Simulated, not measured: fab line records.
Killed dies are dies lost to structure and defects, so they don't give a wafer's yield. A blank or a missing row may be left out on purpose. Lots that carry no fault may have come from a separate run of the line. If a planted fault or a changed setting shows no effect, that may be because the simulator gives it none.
fab line records	flow nand_harc
[record] lots = 12	wafers = 36	last_day = 24
route steps=1159 shown P_STI@91 P_GATE@124 END@1159
lots untouched by any fault: they come from a run of this same line in which no faults occurred
start_h: hours from the record's opening day to when the first of the lot's shown wafers began	wait_h: hours elapsed since this lot's preceding step	" as in the row above	L1.1+2: a row that stands for several wafers	- no value, or no start was given	* or withheld: withheld	< > ~ a bound
route shown NAME@n: a module of which the file shows steps, and the number in the route of the first	usual: mean and standard deviation over wafers with no fault	same: alike in all rows	chamber/n: place in a boat	sites: per-site readings	_std_site: how widely they spread, as a standard deviation	_edge_site: outer sites' mean less inner sites'	radius_mm: how far each site lies from the wafer's centre	mask NAME#n: copy n	behind: the tool/chamber that last shaped the wafer	hold: what put the lot on hold/how long, in hours/how the hold closed	device: the transistor (n, p or np) that didn't switch	end of line: the route-end tests of the same wafers	a step without rows: its recipe alone	killed: dies lost to structure and defects at the first sort, not the wafer's yield	map: a wafer's dies, marking killed ones x, the rest . and places with no die _
set.NAME: setting as actually run; set.NAME@STEP: the setting as run at that earlier step	model.NAME: the simulator's own value behind a step, which no gauge read
route steps across a sampled set of lots; one table per step, one row per wafer
services: from which hour (start_h, from the record's first day; less than 0 if before it) a tool's chamber was out of use, for how many hours, and why
[[steps]]
[step NHARC_P_STI_CD_MEAS_16]
[usual] cd_nm = 201.1/2.3
lot.wafer	tool	chamber	start_h	wait_h	cd_nm
L541.4	cd_sem-03	-	45.65	-	197.7
L541.5	"	-	"	"	201.3
L541.6	"	-	"	"	204.3
L543.2	cd_sem-03	-	59.83	-	204.1
L543.4	"	-	"	"	202.5
L543.5	"	-	"	"	202.0
L547.1	cd_sem-01	-	83.82	-	200.2
L547.2	"	-	"	"	202.2
L547.4	"	-	"	"	201.9
L549.1	cd_sem-01	-	97.45	-	201.1
L549.2	"	-	"	"	205.7
L549.3	"	-	"	"	201.0
L554.1	cd_sem-01	-	123.16	-	201.7
L554.4	"	-	"	"	199.0
L554.5	"	-	"	"	198.4
L555.1	cd_sem-03	-	131.41	-	201.7
L555.5	"	-	"	"	203.9
L555.6	"	-	"	"	203.7
L557.1	cd_sem-02	-	147.59	-	200.0
L557.3	"	-	"	"	198.9
L557.5	"	-	"	"	195.6
L558.2	cd_sem-02	-	156.06	-	201.9
L558.3	"	-	"	"	198.8
L558.6	"	-	"	"	202.7
L559.2	cd_sem-02	-	156.28	-	196.5
L559.4	"	-	"	"	200.5
L559.5	"	-	"	"	198.7
L560.1	cd_sem-03	-	162.42	-	202.3
L560.4	"	-	"	"	204.2
L560.5	"	-	"	"	201.2
L562.1	cd_sem-03	-	170.22	-	203.5
L562.2	"	-	"	"	205.3
L562.3	"	-	"	"	202.0
L561.2	cd_sem-03	-	170.34	-	200.0
L561.4	"	-	"	"	201.9
L561.5	"	-	"	"	201.2
[step NHARC_P_STI_OCD_MEAS_43]
[usual] trench_depth_nm = 301/4.4	trench_foot_cd_nm = 159.4/2
lot.wafer	tool	chamber	start_h	wait_h	trench_depth_nm	trench_foot_cd_nm
L541.4	ocd-01	-	46.24	-	291	158.7
L541.5	"	-	"	"	295	160.1
L541.6	"	-	"	"	295	162.5
L543.2	ocd-02	-	60.43	-	299	162.1
L543.4	"	-	"	"	305	160.3
L543.5	"	-	"	"	307	159.7
L547.1	ocd-01	-	84.42	-	295	161.1
L547.2	"	-	"	"	295	160.1
L547.4	"	-	"	"	306	160.9
L549.1	ocd-01	-	98.05	-	305	160.3
L549.2	"	-	"	"	306	163.2
L549.3	"	-	"	"	297	160.4
L554.1	ocd-02	-	123.75	-	300	159.5
L554.4	"	-	"	"	296	158.2
L554.5	"	-	"	"	295	158.8
L555.1	ocd-01	-	132.00	-	308	159.8
L555.5	"	-	"	"	308	161.9
L555.6	"	-	"	"	302	161.4
L557.1	ocd-01	-	148.20	-	306	158.5
L557.3	"	-	"	"	304	157.3
L557.5	"	-	"	"	306	152.7
L558.2	ocd-01	-	156.66	-	304	158.4
L558.3	"	-	"	"	292	158.3
L558.6	"	-	"	"	298	160.5
L559.2	ocd-02	-	156.88	-	301	155.7
L559.4	"	-	"	"	301	159.1
L559.5	"	-	"	"	302	157.9
L560.1	ocd-02	-	163.02	-	302	159.3
L560.4	"	-	"	"	295	163.1
L560.5	"	-	"	"	299	159.1
L562.1	ocd-01	-	170.82	-	300	160.1
L562.2	"	-	"	"	305	162.6
L562.3	"	-	"	"	300	159.7
L561.2	ocd-02	-	171.03	-	301	158.2
L561.4	"	-	"	"	302	160.5
L561.5	"	-	"	"	302	159.1
[step NHARC_P_GATE_DESCUM_13]
[recipe] time_s = 3	o2_flow_sccm = 200	ar_flow_sccm = 0	bias_power_w = 0	chemistry = O2
[usual] drypump_motor_current_A = 5.8/0.48	oes_product_au = 1.001/0.011	rf_vpp_V = 58.0/0.94	showerhead_plenum_p_Torr = 1.93/0.053	throttle_valve_pct = 11.310/0.0088
lot.wafer	tool	chamber	start_h	wait_h	drypump_motor_current_A	oes_product_au	rf_hours_counter_h	rf_vpp_V	showerhead_plenum_p_Torr	throttle_valve_pct
L541.4	rie_diel-13	3	82.49	-	5.1	0.998	27	57.9	1.89	11.308
L541.6	"	1	"	"	6.1	0.987	-	57.8	1.91	11.301
L541.5	"	2	"	"	6.1	1.016	-	57.1	1.98	11.322
L543.4	rie_diel-11	3	99.67	-	5.0	0.997	27	57.9	1.91	11.308
L543.2	"	1	"	"	5.3	0.992	26	57.0	1.83	11.301
L543.5	"	3	"	"	5.0	0.999	-	56.7	1.91	11.309
L547.1	rie_diel-13	1	119.60	-	6.1	0.981	2	58.0	1.91	11.310
L547.2	"	2	"	"	6.1	1.006	3	56.7	1.98	11.308
L547.4	"	0	"	"	5.6	1.008	2	56.5	1.93	11.315
L549.2	rie_diel-13	1	135.73	-	6.1	1.002	5	57.2	1.91	11.309
L549.1	"	2	"	"	6.2	1.017	6	57.4	1.98	11.325
L549.3	"	3	"	"	5.1	1.004	5	57.9	1.88	11.308
L554.4	rie_diel-11	3	161.80	-	5.0	0.996	51	58.4	1.91	11.315
L554.1	"	0	"	"	6.0	1.006	48	57.4	1.92	11.303
L554.5	"	3	"	"	5.0	1.001	-	57.2	1.91	11.305
L555.1	rie_diel-13	0	169.88	-	5.6	1.012	10	57.6	1.93	11.323
L555.5	"	3	"	"	5.1	1.011	-	58.3	1.88	11.296
L555.6	"	0	"	"	5.6	1.007	-	59.3	1.93	11.314
L557.1	rie_diel-11	3	184.75	-	5.0	1.000	59	58.9	1.90	11.323
L557.3	"	0	"	"	6.0	1.008	55	57.5	1.92	11.309
L557.5	"	1	"	"	5.3	0.997	-	59.6	1.82	11.300
L559.4	rie_diel-09	0	191.57	-	5.5	1.003	42	58.8	2.02	11.308
L559.2	"	2	"	"	5.4	0.989	42	56.9	1.94	11.295
L559.5	"	1	"	"	6.8	0.993	-	59.2	2.02	11.302
L558.3	rie_diel-09	1	191.73	-	6.7	1.005	41	57.6	2.02	11.317
L558.2	"	0	"	"	5.5	1.017	42	57.9	2.02	11.303
L558.6	"	2	"	"	5.4	0.998	-	58.6	1.94	11.308
L560.4	rie_diel-13	3	203.39	-	5.1	0.997	19	59.9	1.88	11.300
L560.1	"	1	"	"	6.1	0.983	18	56.6	1.90	11.318
L560.5	"	3	"	"	5.1	0.999	-	57.5	1.88	11.313
L561.4	rie_diel-13	0	206.65	-	5.6	1.006	19	56.9	1.93	11.297
L561.2	"	2	"	"	6.1	1.013	19	57.3	1.97	11.313
L561.5	"	1	"	"	6.1	0.988	-	57.6	1.90	11.319
L562.3	rie_diel-13	0	206.82	-	5.6	1.018	19	59.0	1.93	11.312
L562.2	"	1	"	"	6.1	0.975	19	57.3	1.90	11.307
L562.1	"	2	"	"	6.1	1.013	19	56.9	1.97	11.302
[step NHARC_P_GATE_EXPOSE_23]
[recipe] na = 1.35	target_cd_nm = 120	dose_mj = 93.91	mask_id = P_GATE
[usual] exposure_dose_mJ_cm2 = 93.92/0.093
lot.wafer	tool	chamber	start_h	wait_h	mask	exposure_dose_mJ_cm2
L541.4	arfi_scanner-02	0	96.10	-	P_GATE#0	93.99
L541.5	"	0	"	"	P_GATE#0	93.81
L541.6	"	0	"	"	P_GATE#0	93.91
L543.2	arfi_scanner-01	0	114.88	-	P_GATE#0	93.83
L543.4	"	0	"	"	P_GATE#0	93.90
L543.5	"	0	"	"	P_GATE#0	93.89
L547.1	arfi_scanner-02	0	132.88	-	P_GATE_R1#0	93.98
L547.2	"	0	"	"	P_GATE_R1#0	94.00
L547.4	"	0	"	"	P_GATE_R1#0	94.06
L549.1	arfi_scanner-02	0	149.62	-	P_GATE#0	94.05
L549.2	"	0	"	"	P_GATE#0	93.95
L549.3	"	0	"	"	P_GATE#0	93.93
L554.1	arfi_scanner-01	0	181.58	-	P_GATE#0	93.83
L554.4	"	0	"	"	P_GATE#0	93.89
L554.5	"	0	"	"	P_GATE#0	93.93
L555.1	arfi_scanner-03	0	187.25	-	P_GATE#0	94.11
L555.5	"	0	"	"	P_GATE#0	94.01
L555.6	"	0	"	"	P_GATE#0	94.06
L557.1	arfi_scanner-03	0	199.39	-	P_GATE#0	93.98
L557.3	"	0	"	"	P_GATE#0	93.85
L557.5	"	0	"	"	P_GATE#0	93.98
L558.2	arfi_scanner-02	0	206.02	-	P_GATE#0	93.92
L558.3	"	0	"	"	P_GATE#0	93.93
L558.6	"	0	"	"	P_GATE#0	93.90
L559.2	arfi_scanner-02	0	206.62	-	P_GATE#0	93.82
L559.4	"	0	"	"	P_GATE#0	93.95
L559.5	"	0	"	"	P_GATE#0	93.80
L560.1	arfi_scanner-02	0	217.24	-	P_GATE#0	94.06
L560.4	"	0	"	"	P_GATE#0	93.83
L560.5	"	0	"	"	P_GATE#0	94.06
L561.2	arfi_scanner-01	0	220.59	-	P_GATE#0	94.02
L561.4	"	0	"	"	P_GATE#0	93.93
L561.5	"	0	"	"	P_GATE#0	94.01
L562.1	arfi_scanner-02	0	220.74	-	P_GATE#0	94.07
L562.2	"	0	"	"	P_GATE#0	94.02
L562.3	"	0	"	"	P_GATE#0	94.06
[step NHARC_P_GATE_CD_MEAS_26]
[recipe] target_cd_nm = 120	landing_energy_ev = 500
[usual] cd_nm = 120.1/0.63
lot.wafer	tool	chamber	start_h	wait_h	cd_nm
L541.4	cd_sem-01	0	96.24	-	121.3
L541.5	"	0	"	"	120.9
L541.6	"	0	"	"	120.5
L543.2	cd_sem-03	0	115.01	-	119.8
L543.4	"	0	"	"	120.0
L543.5	"	0	"	"	119.9
L547.1	cd_sem-03	0	133.02	-	105.6
L547.2	"	0	"	"	106.2
L547.4	"	0	"	"	105.7
L549.1	cd_sem-03	0	149.75	-	119.4
L549.2	"	0	"	"	118.8
L549.3	"	0	"	"	120.6
L554.1	cd_sem-02	0	181.72	-	119.4
L554.4	"	0	"	"	120.0
L554.5	"	0	"	"	120.3
L555.1	cd_sem-02	0	187.40	-	119.4
L555.5	"	0	"	"	118.7
L555.6	"	0	"	"	119.0
L557.1	cd_sem-03	0	199.53	-	120.6
L557.3	"	0	"	"	121.5
L557.5	"	0	"	"	121.2
L558.2	cd_sem-02	0	206.15	-	120.4
L558.3	"	0	"	"	119.8
L558.6	"	0	"	"	119.9
L559.2	cd_sem-03	0	206.77	-	121.1
L559.4	"	0	"	"	120.7
L559.5	"	0	"	"	120.8
L560.1	cd_sem-02	0	217.38	-	119.8
L560.4	"	0	"	"	119.6
L560.5	"	0	"	"	120.3
L561.2	cd_sem-01	0	220.73	-	119.7
L561.4	"	0	"	"	119.1
L561.5	"	0	"	"	119.3
L562.1	cd_sem-03	0	220.88	-	119.3
L562.2	"	0	"	"	120.0
L562.3	"	0	"	"	120.1
[step NHARC_END_SORT_01]
[recipe] temp_c = 25
[usual] killed_at_array = 27/8.8	killed_at_other = 0.4/0.82	killed_at_periphery = 3.1/2.1	killed_dies = 31/8.8	killed_open = 3.3/2	killed_short = 2.0/1.4
[same] gross_dies = 677
lot.wafer	tool	chamber	start_h	wait_h	killed_at_array	killed_at_other	killed_at_periphery	killed_dies	killed_open	killed_short
L547.1	prober-01	0	490.23	2.5	29	0	25	54	7	2
L547.2	prober-01	0	491.01	2.8	29	0	34	63	1	1
L547.4	prober-01	0	492.57	3.4	25	0	0	25	2	2
// killed by level:class
L547.1 P_GATE:area_expose=24 A_SLIT:chamber_film_flake=12 A_CHANNEL_HOLE_D1:chamber_film_flake=3 A_CHANNEL_FILL_D1:geometric_particle:open=2 A_BLC:geometric_particle:open=2 A_STAIRCASE:chamber_film_flake=2 A_SGD_CUT:chamber_film_flake=2 P_CONTACT:geometric_particle:open=1
L547.2 P_GATE:area_expose=33 A_SLIT:chamber_film_flake=20 A_SGD_CUT:chamber_film_flake=3 A_CONTACT:chamber_film_flake=3 P_GATE:geometric_particle:short=1 A_ONON_D1:geometric_particle:open=1 A_CHANNEL_HOLE_D1:chamber_film_flake=1 A_STAIRCASE:chamber_film_flake=1
L547.4 A_CHANNEL_HOLE_D1:chamber_film_flake=8 A_SLIT:chamber_film_flake=7 A_SGD_CUT:chamber_film_flake=4 A_WL_FILL:geometric_particle:open=2 A_SGD_CUT:geometric_particle:short=1 A_WL_FILL:geometric_particle:short=1 A_CHANNEL_FILL_D1:chamber_film_flake=1 A_CONTACT:chamber_film_flake=1
[[services]]
tool	chamber	start_h	hours	kind
rie_diel-09	-	77.10	9.0	pm
rie_diel-13	0	78.12	-	clean
rie_diel-13	1	78.12	-	clean
rie_diel-13	2	78.12	-	clean
rie_diel-13	3	78.12	-	clean
arfi_scanner-02	-	84.00	4.0	pm
rie_diel-11	3	84.31	1.8	repair
rie_diel-11	0	90.82	5.3	repair
rie_diel-13	-	99.00	9.0	pm
rie_diel-13	0	99.00	9.0	vent_cycle
rie_diel-11	2	115.21	4.2	repair
rie_diel-11	-	116.17	0.1	repair
rie_diel-09	2	129.31	2.8	repair
arfi_scanner-03	-	140.00	4.0	pm
arfi_scanner-03	-	146.28	0.5	repair
rie_diel-09	0	149.63	1.2	repair
arfi_scanner-01	-	164.04	2.2	repair
rie_diel-09	1	168.37	4.0	repair
rie_diel-09	2	170.13	2.0	repair
rie_diel-09	0	171.52	2.7	repair
arfi_scanner-01	-	175.78	2.1	repair
rie_diel-11	-	190.85	9.0	pm
arfi_scanner-01	-	200.64	4.0	pm
arfi_scanner-02	-	204.83	0.4	repair
[[key]]
[first_sign] step = NHARC_P_GATE_EXPOSE_23	reading = mask	direction = changed
[effect] step = NHARC_P_GATE_CD_MEAS_26	reading = cd_nm	direction = down	sigmas = 23	usual = 120.1	struck = 105.8
[effect] step = NHARC_END_SORT_01	reading = killed_at_periphery	direction = up	sigmas = 7.8	usual = 3.1	struck = 19.7	wafers_moved = 2
[more_kills_born_at] NHARC_P_GATE_EXPOSE_23@arfi_scanner-02 = 57
met_at NHARC_P_GATE_EXPOSE_23
struck_lots L547
tester_left_out L547
not_acting_at NHARC_P_STI_CD_MEAS_16,NHARC_P_STI_OCD_MEAS_43,NHARC_P_GATE_DESCUM_13
onset_between 96.10 132.88
[fault] kind = wrong_mask	tool = any	chamber = -	onset_h = 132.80	steps = NHARC_P_GATE_EXPOSE_23	aux_copy = P_GATE_R1#0	cd_offset_nm = -14.572	scope = struck_lots_only
// tester_left_out: of these lots the tester's yield and bins aren't shown, on N5 and GAA mostly nor the transistor test; their killed dies are dies lost to structure and defects alone, not to doping, threshold or leakage, so they don't give the yield
